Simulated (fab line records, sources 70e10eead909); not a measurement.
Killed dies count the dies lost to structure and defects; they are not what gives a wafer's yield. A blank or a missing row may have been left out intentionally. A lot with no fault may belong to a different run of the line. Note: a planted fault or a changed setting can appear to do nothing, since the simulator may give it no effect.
Comparing a struck lot with a sound one ; flow nand_harc ; 21 out of 1302 route steps
Sound: these wafers, L567.1, L567.2, L567.5. Struck: wafers L581.1, L581.5, L581.6. The cause is given at the end.
Each step with rows lists, per side, the tool, then ch with its chambers, then its first start. Under that, the readings that differ: sound wafers ; struck wafers ; difference of the means ; sigmas: that difference in standard deviations of wafers without a fault.
alike: a reading whose means differ by less than 2 such deviations, as well as words and numbers matching on both sides. not compared: withheld readings; readings where some wafer has no value; bounds like >300 that might hide an equal value; numbers whose values overlap and for which the record gives no deviation.
A row with sigmas, a row that says differs or no value, or rows on one side alone: a step with any of these is where the two part. When numbers do not overlap yet have no deviation, they are printed without sigmas and do not part them. A reading that every wafer of one side lacks parts them only if that side has two wafers or more.

first, 1 step without rows for these wafers: NHARC_A_CONTACT_SRD_22.
NHARC_A_CONTACT_INSPECT_23:
  sound on defect_inspect-02, day 22 18:29; struck on defect_inspect-02, day 29 00:04
  alike: raw_defect_count
then, 9 steps without rows for these wafers: NHARC_A_BLC_DEHYDRATE_00 (time 120 s); NHARC_A_BLC_HMDS_01 (time 30 s); NHARC_A_BLC_COAT_02 (time 75 s); NHARC_A_BLC_COAT_03 (time 65 s); NHARC_A_BLC_COAT_04 (resist thk 90 nm); NHARC_A_BLC_SOFTBAKE_05 (time 55 s); NHARC_A_BLC_EBR_06; NHARC_A_BLC_EXPOSE_07 (exposes mask A BLC, target cd 100 nm); NHARC_A_BLC_PEB_08 (peb time 65 s).
NHARC_A_BLC_DEVELOP_09: develop time 35 s.
  sound on litho_track-06 ch 0, day 22 18:00; struck on litho_track-06 ch 0, day 29 00:00
NHARC_A_BLC_CD_MEAS_10: the cd target is 100 nm.
  sound on cd_sem-03 ch 0, day 22 18:59; struck on cd_sem-01 ch 0, day 29 00:27
reading;sound;struck;difference;sigmas
cd_nm (nm);98.9 99.1 99.3;93.6 94.4 94.3;-5.0;-6
NHARC_A_BLC_OVL_MEAS_11:
  sound on overlay-01, day 22 19:05; struck on overlay-01, day 29 00:32
  alike: overlay_x_nm, overlay_y_nm
NHARC_A_BLC_INSPECT_12:
  sound on defect_inspect-01, day 22 19:07; struck on defect_inspect-02, day 29 00:35
  alike: raw_defect_count
NHARC_A_BLC_DESCUM_15: chemistry O2, time 3 s.
  sound on rie_diel-04 ch 1,3, day 22 19:11; struck on rie_diel-10 ch 0,1, day 29 00:39
reading;sound;struck;difference;sigmas
model.A_BLC.cd_nm (nm);98.83 99.82 98.59;94.17 94.47 94.57;-4.68;
  alike: drypump_motor_current_A, mfc_ar_sccm, oes_product_au, rf_vpp_V, showerhead_plenum_p_Torr, throttle_valve_pct
  not compared: rf_hours_counter_h
NHARC_A_BLC_ETCH_16: etches the open film in CF4, target depth 39 nm, time 65 s.
  sound on rie_diel-04 ch 0,2,3, day 22 19:16; struck on rie_diel-10 ch 2,3, day 29 00:43
  alike: bias_w, drypump_motor_current_A, mfc_ar_sccm, oes_product_au, rf_vpp_V, showerhead_plenum_p_Torr, throttle_valve_pct
  not compared: rf_hours_counter_h
NHARC_A_BLC_ETCH_17: etches the open film in N2/H2, target depth 390 nm, time 609.38 s.
  sound on rie_diel-04 ch 1,2; struck on rie_diel-10 ch 0,1,3
  alike: bias_w, drypump_motor_current_A, mfc_ar_sccm, oes_product_au, rf_vpp_V, showerhead_plenum_p_Torr, throttle_valve_pct
  not compared: rf_hours_counter_h
NHARC_A_BLC_ETCH_18: etches the open film in C4F8/O2/Ar, target depth 910 nm.
  sound on rie_diel-04 ch 1,2,3; struck on rie_diel-10 ch 2,3
reading;sound;struck;difference;sigmas
model.A_BLC.cd_nm (nm);107.5 106.4 105.5;89.24 95.48 93.32;-13.79;
  alike: bias_w, oes_product_au, rf_vpp_V
  not compared: rf_hours_counter_h
NHARC_A_BLC_CD_MEAS_19:
  sound on cd_sem-02, day 22 20:09; struck on cd_sem-01, day 29 01:36
reading;sound;struck;difference;sigmas
cd_nm (nm);108 106 106;89 96 93;-14;-4
next, for these wafers, 1 step has no rows: NHARC_END_SORT_01.

WHERE THEY PART
First at NHARC_A_BLC_CD_MEAS_10; last, within this record, at NHARC_A_BLC_CD_MEAS_19.

WHY: whatever the simulator had introduced
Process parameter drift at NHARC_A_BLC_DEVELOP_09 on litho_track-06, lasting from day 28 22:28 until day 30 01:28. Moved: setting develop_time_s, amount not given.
